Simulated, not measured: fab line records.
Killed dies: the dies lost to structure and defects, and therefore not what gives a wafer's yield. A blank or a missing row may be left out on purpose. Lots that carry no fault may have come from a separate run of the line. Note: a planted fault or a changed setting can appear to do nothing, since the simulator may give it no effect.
The tool behind it: which one?	flow n5-finfet	72 wafers from 24 lots sampled at 6 of the route's 1938 steps

WHAT THE GAUGES SHOWED, per wafer
N5_MOL_CONTACT_COAG_INSPECT_42: inspects for defects (brightfield).
lot	measured	on	raw-defect-count
L074	day 5 08:31	defect-inspect-01	242 175 147
L075	day 5 09:49	defect-inspect-02	198 136 190
L076	day 5 16:26	defect-inspect-02	122 113 160
L077	day 5 21:11	defect-inspect-01	231 280 291
L078	day 6 07:13	defect-inspect-02	164 177 183
L079	day 6 11:16	defect-inspect-01	267 207 287
L080	day 6 20:11	defect-inspect-02	135 258 159
L081	day 6 20:47	defect-inspect-01	171 163 168
L082	day 7 07:25	defect-inspect-01	227 288 186
L083	day 7 11:46	defect-inspect-01	218 386 321
L084	day 7 14:06	defect-inspect-01	231 247 206
L085	day 7 21:56	defect-inspect-01	109 223 152
L086	day 8 02:42	defect-inspect-02	198 174 132
L087	day 8 09:20	defect-inspect-01	110 161 201
L088	day 8 15:12	defect-inspect-01	255 224 222
L089	day 8 22:34	defect-inspect-01	194 153 175
L090	day 9 03:44	defect-inspect-02	183 251 203
L091	day 9 08:56	defect-inspect-02	175 197 149
L092	day 9 16:28	defect-inspect-01	245 213 254
L093	day 9 23:14	defect-inspect-02	152 306 137
L094	day 10 06:19	defect-inspect-01	176 161 206
L095	day 10 07:06	defect-inspect-01	137 164 125
L096	day 10 20:19	defect-inspect-01	252 132 147
L097	day 11 03:59	defect-inspect-01	219 189 178

N5_BEOL_M0_SAQP_CD_MEAS_29: the cd target is 14.4 nm.
lot	measured	on	cd-nm (nm)
L074	day 5 19:55	cd-sem-02	15.06 14.88 14.95
L075	day 5 21:55	cd-sem-01	14.76 15.00 14.85
L076	day 6 03:11	cd-sem-02	15.33 14.38 14.22
L077	day 6 09:56	cd-sem-03	15.42 14.74 15.23
L078	day 6 19:44	cd-sem-02	14.66 15.16 15.19
L079	day 6 22:42	cd-sem-01	15.26 15.01 15.25
L080	day 7 07:35	cd-sem-02	15.30 15.19 14.68
L081	day 7 11:22	cd-sem-02	14.69 15.24 14.89
L082	day 7 19:49	cd-sem-01	15.25 15.05 14.98
L083	day 7 22:06	cd-sem-01	14.77 14.58 14.67
L084	day 8 02:43	cd-sem-01	15.04 15.12 15.32
L085	day 8 10:00	cd-sem-01	14.93 14.92 15.25
L086	day 8 15:16	cd-sem-03	14.99 14.98 14.76
L087	day 8 22:31	cd-sem-01	15.37 15.04 14.75
L088	day 9 03:01	cd-sem-01	15.01 14.72 14.77
L089	day 9 10:05	cd-sem-02	15.00 14.98 14.87
L090	day 9 15:33	cd-sem-02	14.69 14.95 15.37
L091	day 9 19:43	cd-sem-03	15.16 15.05 15.22
L092	day 11 01:39	cd-sem-03	15.27 15.23 15.32
L093	day 11 01:52	cd-sem-01	14.98 14.99 14.70
L094	day 11 02:04	cd-sem-01	14.75 15.32 15.56
L095	day 11 02:23	cd-sem-03	15.10 15.31 14.83
L096	day 11 06:22	cd-sem-03	15.13 15.08 14.87
L097	day 11 14:19	cd-sem-02	15.01 14.65 14.64

WHAT TOOL EACH LOT RAN ON (gives the tool, then ch and the chambers of the sampled wafers, and finally the start)
lot	N5_MOL_CONTACT_COAG_ETCH_47	N5_MOL_CONTACT_COAG_ETCHBACK_134	N5_BEOL_M0_SAQP_PECVD_03	N5_BEOL_M0_SAQP_MANDREL_ETCH_103
L074	rie-diel-06 ch 1,3, day 5 07:42	rie-diel-04 ch 1,2, day 5 09:07	pecvd-01 ch 0,1, day 5 14:53	rie-si-04 ch 1,3, day 5 17:31
L075	rie-diel-04 ch 1,2,3, day 5 09:03	rie-diel-05 ch 2,3, day 5 10:20	pecvd-02 ch 0,2, day 5 17:20	rie-si-02 ch 0,1,3, day 5 20:16
L076	rie-diel-04 ch 0,1,3, day 5 15:49	rie-diel-04 ch 1,2,3, day 5 16:57	pecvd-04 ch 1,2, day 5 22:13	rie-si-02 ch 0,3, day 6 01:36
L077	rie-diel-06 ch 0,1,2, day 5 20:33	rie-diel-04 ch 0,1, day 5 21:37	pecvd-01 ch 0,2, day 6 05:41	rie-si-02 ch 0,1,3, day 6 08:14
L078	rie-diel-04 ch 1,2, day 6 06:34	rie-diel-05 ch 0,1,2, day 6 08:34	pecvd-04 ch 0,1,2, day 6 14:53	rie-si-01 ch 1,2, day 6 17:34
L079	rie-diel-06 ch 0,1, day 6 10:29	rie-diel-06 ch 0,2, day 6 11:37	pecvd-04 ch 0,1,2, day 6 17:46	rie-si-02 ch 0,1,2, day 6 20:43
L080	rie-diel-04 ch 1,3, day 6 19:22	rie-diel-04 ch 1,2,3, day 6 20:48	pecvd-01 ch 0,1, day 7 02:31	rie-si-02 ch 1,3, day 7 05:53
L081	rie-diel-06 ch 2,3, day 6 20:09	rie-diel-06 ch 0,2, day 6 21:28	pecvd-04 ch 0,1,2, day 7 05:53	rie-si-04 ch 1,2, day 7 09:10
L082	rie-diel-06 ch 1,2,3, day 7 06:47	rie-diel-04 ch 1,2,3, day 7 08:19	pecvd-02 ch 0,1,2, day 7 13:50	rie-si-04 ch 0,2,3, day 7 17:04
L083	rie-diel-04 ch 0,3, day 7 10:59	rie-diel-05 ch 2,3, day 7 12:06	pecvd-02 ch 1,2, day 7 17:47	rie-si-01 ch 0,1,2, day 7 20:23
L084	rie-diel-05 ch 0,1,3, day 7 13:20	rie-diel-05 ch 1,2,3, day 7 15:21	pecvd-04 ch 1,2, day 7 21:25	rie-si-04 ch 0,2, day 8 00:39
L085	rie-diel-05 ch 1,3, day 7 21:10	rie-diel-05 ch 1,2,3, day 7 22:40	pecvd-01 ch 1,2, day 8 05:34	rie-si-04 ch 0,2, day 8 08:25
L086	rie-diel-06 ch 1,2,3, day 8 01:57	rie-diel-05 ch 0,2, day 8 03:09	pecvd-02 ch 0,1, day 8 09:10	rie-si-02 ch 1,2,3, day 8 13:02
L087	rie-diel-05 ch 0,3, day 8 08:41	rie-diel-06 ch 0,2,3, day 8 09:44	pecvd-01 ch 0,1,2, day 8 15:10	rie-si-04 ch 0,2, day 8 19:25
L088	rie-diel-06 ch 0,3, day 8 14:34	rie-diel-06 ch 0,1, day 8 17:20	pecvd-01 ch 0,1,2, day 8 22:24	rie-si-01 ch 0,2,3, day 9 00:58
L089	rie-diel-05 ch 2,3, day 8 21:48	rie-diel-05 ch 0,1,2, day 8 23:02	pecvd-02 ch 0,1,2, day 9 04:34	rie-si-04 ch 0,1,3, day 9 07:19
L090	rie-diel-04 ch 0,3, day 9 03:06	rie-diel-04 ch 0,2, day 9 04:36	pecvd-01 ch 1,2, day 9 10:55	rie-si-01 ch 1,2,3, day 9 13:35
L091	rie-diel-04 ch 0,2,3, day 9 08:18	rie-diel-04 ch 0,2,3, day 9 09:17	pecvd-04 ch 0,2, day 9 15:12	rie-si-02 ch 1,2,3, day 9 18:08
L092	rie-diel-04 ch 0,1,2, day 9 15:41	rie-diel-04 ch 2,3, day 9 16:49	pecvd-01 ch 0,1,2, day 10 18:49	rie-si-04 ch 2,3, day 10 22:14
L093	rie-diel-05 ch 1,2,3, day 9 22:29	rie-diel-05 ch 0,1,3, day 9 23:35	pecvd-04 ch 1,2, day 10 19:05	rie-si-02 ch 0,1,3, day 10 22:47
L094	rie-diel-06 ch 1,2,3, day 10 05:39	rie-diel-06 ch 1,3, day 10 06:41	pecvd-04 ch 0,1, day 10 19:27	rie-si-04 ch 0,2,3, day 10 22:37
L095	rie-diel-04 ch 0,2, day 10 06:28	rie-diel-05 ch 1,2,3, day 10 07:27	pecvd-02 ch 1,2, day 10 19:43	rie-si-04 ch 0,2,3, day 10 22:57
L096	rie-diel-06 ch 1,2,3, day 10 19:41	rie-diel-05 ch 1,2,3, day 10 20:40	pecvd-02 ch 1,2, day 11 01:47	rie-si-04 ch 0,2,3, day 11 04:22
L097	rie-diel-06 ch 1,2,3, day 11 03:10	rie-diel-06 ch 0,1,3, day 11 04:37	pecvd-01 ch 0,1,2, day 11 10:00	rie-si-01 ch 0,1,3, day 11 12:41
- N5_MOL_CONTACT_COAG_ETCH_47: etches SiNx in CH3F/O2, stops on W, target depth 27 nm.
- N5_MOL_CONTACT_COAG_ETCHBACK_134: etches SiO2 in CHF3, target depth 10 nm, time 6.7 s.
- N5_BEOL_M0_SAQP_PECVD_03: deposits SiCN from 3MS/NH3, target thk 12 nm, time 21.1 s.
- N5_BEOL_M0_SAQP_MANDREL_ETCH_103: etches a-Si in HBr/Cl2, stops on SiCN, target depth 45 nm, bt time 10 s, time 27 s.

AS READ BY THE TOOLS THEMSELVES (means over the sampled wafers that have a number; for cases with no such wafer, the mark the record gives instead)
N5_MOL_CONTACT_COAG_ETCH_47.
lot	tool	drypump-motor-current-A (A)	etch-rf-on-time-s (s)	oes-product-au (a.u.)	rf-vpp-V (V)	showerhead-plenum-p-Torr (Torr)	throttle-valve-pct (%)
L074	rie-diel-06	5.5	31.0	0.71	303	2.00	16.29
L075	rie-diel-04	5.9	31.2	0.66	302	1.99	16.69
L076	rie-diel-04	6.3	31.3	0.67	303	2.03	16.65
L077	rie-diel-06	5.4	31.6	0.66	296	2.02	16.42
L078	rie-diel-04	5.8	31.0	0.62	302	1.98	16.66
L079	rie-diel-06	5.3	31.4	0.64	290	1.97	16.53
L080	rie-diel-04	6.1	31.2	0.68	301	1.99	16.76
L081	rie-diel-06	5.3	31.2	0.72	308	2.10	16.18
L082	rie-diel-06	5.3	31.2	0.70	302	2.04	16.30
L083	rie-diel-04	6.4	31.3	0.69	307	1.99	16.57
L084	rie-diel-05	5.5	30.7	0.70	302	1.94	16.50
L085	rie-diel-05	5.6	30.9	0.69	302	1.93	16.53
L086	rie-diel-06	5.3	31.1	0.69	302	2.04	16.31
L087	rie-diel-05	5.8	30.1	0.78	305	1.99	16.32
L088	rie-diel-06	6.0	31.3	0.68	303	1.99	16.43
L089	rie-diel-05	6.0	30.0	0.82	304	2.03	16.03
L090	rie-diel-04	6.5	31.5	0.66	309	2.03	16.49
L091	rie-diel-04	6.2	31.2	0.73	307	1.98	16.39
L092	rie-diel-04	6.1	31.1	0.71	303	2.02	16.51
L093	rie-diel-05	5.6	30.2	0.81	302	2.05	16.08
L094	rie-diel-06	5.2	31.4	0.67	301	2.03	16.35
L095	rie-diel-04	6.4	31.0	0.72	309	2.02	16.31
L096	rie-diel-06	5.3	31.4	0.67	302	2.03	16.36
L097	rie-diel-06	5.3	31.4	0.66	302	2.03	16.36

N5_MOL_CONTACT_COAG_ETCHBACK_134.
lot	tool	drypump-motor-current-A (A)	oes-product-au (a.u.)	rf-vpp-V (V)	showerhead-plenum-p-Torr (Torr)	throttle-valve-pct (%)
L074	rie-diel-04	5.8	0.71	522	2.42	19.2
L075	rie-diel-05	6.0	0.78	534	2.43	18.6
L076	rie-diel-04	5.9	0.74	532	2.37	19.1
L077	rie-diel-04	6.1	0.73	526	2.46	19.2
L078	rie-diel-05	5.1	0.76	525	2.30	18.7
L079	rie-diel-06	5.5	0.77	533	2.47	18.7
L080	rie-diel-04	5.9	0.71	531	2.37	19.1
L081	rie-diel-06	5.9	0.73	523	2.40	18.9
L082	rie-diel-04	5.9	0.71	531	2.37	19.1
L083	rie-diel-05	6.0	0.95	535	2.42	18.4
L084	rie-diel-05	5.6	0.85	529	2.35	18.6
L085	rie-diel-05	5.6	0.83	529	2.35	18.6
L086	rie-diel-05	5.1	0.81	523	2.35	18.5
L087	rie-diel-06	5.8	0.76	534	2.42	18.8
L088	rie-diel-06	5.7	0.69	511	2.34	19.0
L089	rie-diel-05	5.1	0.85	527	2.39	18.7
L090	rie-diel-04	6.0	0.88	544	2.36	18.6
L091	rie-diel-04	6.2	0.81	543	2.36	18.8
L092	rie-diel-04	6.0	0.82	540	2.32	18.9
L093	rie-diel-05	5.5	0.97	537	2.50	18.6
L094	rie-diel-06	5.5	0.75	535	2.37	18.7
L095	rie-diel-05	5.6	0.90	532	2.44	18.5
L096	rie-diel-05	5.6	0.90	532	2.44	18.5
L097	rie-diel-06	5.6	0.81	524	2.35	18.8

N5_BEOL_M0_SAQP_PECVD_03.
lot	tool	showerhead-plenum-p-Torr (Torr)	throttle-valve-pct (%)
L074	pecvd-01	3.667	9.3
L075	pecvd-02	3.652	9.3
L076	pecvd-04	3.664	9.3
L077	pecvd-01	3.674	8.8
L078	pecvd-04	3.665	9.5
L079	pecvd-04	3.666	9.3
L080	pecvd-01	3.674	9.4
L081	pecvd-04	3.670	9.3
L082	pecvd-02	3.665	9.1
L083	pecvd-02	3.676	9.3
L084	pecvd-04	3.666	9.4
L085	pecvd-01	3.671	9.2
L086	pecvd-02	3.680	9.6
L087	pecvd-01	3.669	9.2
L088	pecvd-01	3.675	9.3
L089	pecvd-02	3.664	9.3
L090	pecvd-01	3.669	9.1
L091	pecvd-04	3.668	9.0
L092	pecvd-01	3.673	9.1
L093	pecvd-04	3.666	9.2
L094	pecvd-04	3.669	9.6
L095	pecvd-02	3.659	9.2
L096	pecvd-02	3.663	9.1
L097	pecvd-01	3.670	9.3

N5_BEOL_M0_SAQP_MANDREL_ETCH_103.
lot	tool	drypump-motor-current-A (A)	oes-product-au (a.u.)	throttle-valve-pct (%)
L074	rie-si-04	5.6	0.681	35.6
L075	rie-si-02	5.7	0.667	35.4
L076	rie-si-02	5.8	0.678	35.8
L077	rie-si-02	5.7	0.671	35.4
L078	rie-si-01	5.0	0.689	35.4
L079	rie-si-02	5.7	0.672	35.4
L080	rie-si-02	5.6	0.683	34.9
L081	rie-si-04	5.3	0.686	35.5
L082	rie-si-04	5.3	0.663	35.5
L083	rie-si-01	5.3	0.698	35.1
L084	rie-si-04	5.3	0.686	35.6
L085	rie-si-04	5.3	0.681	35.6
L086	rie-si-02	5.5	0.677	35.1
L087	rie-si-04	5.6	0.675	35.8
L088	rie-si-01	5.8	0.679	35.0
L089	rie-si-04	5.6	0.674	35.6
L090	rie-si-01	5.5	0.677	35.3
L091	rie-si-02	5.5	0.678	35.1
L092	rie-si-04	5.1	0.679	35.4
L093	rie-si-02	5.7	0.687	35.3
L094	rie-si-04	5.3	0.679	35.5
L095	rie-si-04	5.3	0.666	35.5
L096	rie-si-04	5.4	0.666	35.5
L097	rie-si-01	5.9	0.678	35.0

THE ANSWER, worked out from the rows above alone
Rule: the usual values come from the lots themselves. Put in order of their means at a reading, lots are off if they are a third of the lots or fewer, leave a main group of 4 or more, and stand apart from it by a gap of 3 or more times the standard deviation of the main group's means; of several such gaps the widest counts. Not used: any main group whose means are identical at the precision the tables above print for the reading. A lot without any number at a reading at which 4 lots or more have one is off too. All remaining lots with rows at the step are treated as sound. The gauges are gone through in route order, then the tools' own readings, and for those a lot's mean is taken as printed above. The first step at which some lot is off is used, and at that step the reading that is off furthest; a lot without a number counts as furthest.
No lot is off on any of the readings shown, so nothing can be concluded from this.

WHAT HAD BEEN PUT IN BY THE SIMULATOR
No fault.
